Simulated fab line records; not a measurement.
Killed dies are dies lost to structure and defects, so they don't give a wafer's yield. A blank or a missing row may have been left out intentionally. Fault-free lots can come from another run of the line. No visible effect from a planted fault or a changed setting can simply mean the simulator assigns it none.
Chamber matching / flow n5-finfet / N5_STI_FIN_REVEAL_ALD_14 on ald-sin-01: 4 sister chambers
The step deposits Si3N4, target thk 3 nm. 4 wafers are shown with their chamber, then 9 later ones without.

## WAFERS WITH THEIR CHAMBER
wafer=L084.3; chamber=3; heater-power-w (W)=905
wafer=L091.5; chamber=0; heater-power-w (W)=882
wafer=L092.4; chamber=1; heater-power-w (W)=698
wafer=L092.6; chamber=2; heater-power-w (W)=789

## WAFERS WITHOUT THEIR CHAMBER
wafer=L093.3; heater-power-w (W)=882
wafer=L093.4; heater-power-w (W)=705
wafer=L093.6; heater-power-w (W)=824
wafer=L094.1; heater-power-w (W)=703
wafer=L094.2; heater-power-w (W)=876
wafer=L094.6; heater-power-w (W)=875
wafer=L097.1; heater-power-w (W)=802
wafer=L097.2; heater-power-w (W)=915
wafer=L097.5; heater-power-w (W)=807

## WHICH CHAMBER EACH ONE RAN IN
wafer=L093.3; from the rows above=can't be placed: 0 or 3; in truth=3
wafer=L093.4; from the rows above=1; in truth=1
wafer=L093.6; from the rows above=can't be placed: 2 or 0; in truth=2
wafer=L094.1; from the rows above=1; in truth=1
wafer=L094.2; from the rows above=can't be placed: 0 or 3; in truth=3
wafer=L094.6; from the rows above=can't be placed: 0 or 3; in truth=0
wafer=L097.1; from the rows above=2; in truth=2
wafer=L097.2; from the rows above=can't be placed: 3 or 0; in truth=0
wafer=L097.5; from the rows above=2; in truth=2
Placed correctly: 4 of 9. From these rows, 5 cannot be placed; in 5 the true chamber is one of the candidates. Placed wrongly: 0.
How it was worked out, from the rows above alone: a wafer's distance from a chamber is the root of the sum, over the readings, of the square of ((its reading less the chamber's mean) divided by the reading's scatter). If the next closest chamber is less than 2 further off than the closest, the wafer can't be placed; otherwise it belongs to the closest. Each chamber's mean is taken over the wafers shown for it. The scatter (one wafer shown for each chamber): square how far every hidden wafer sits from the nearest shown wafer, average those squares and take the square root.
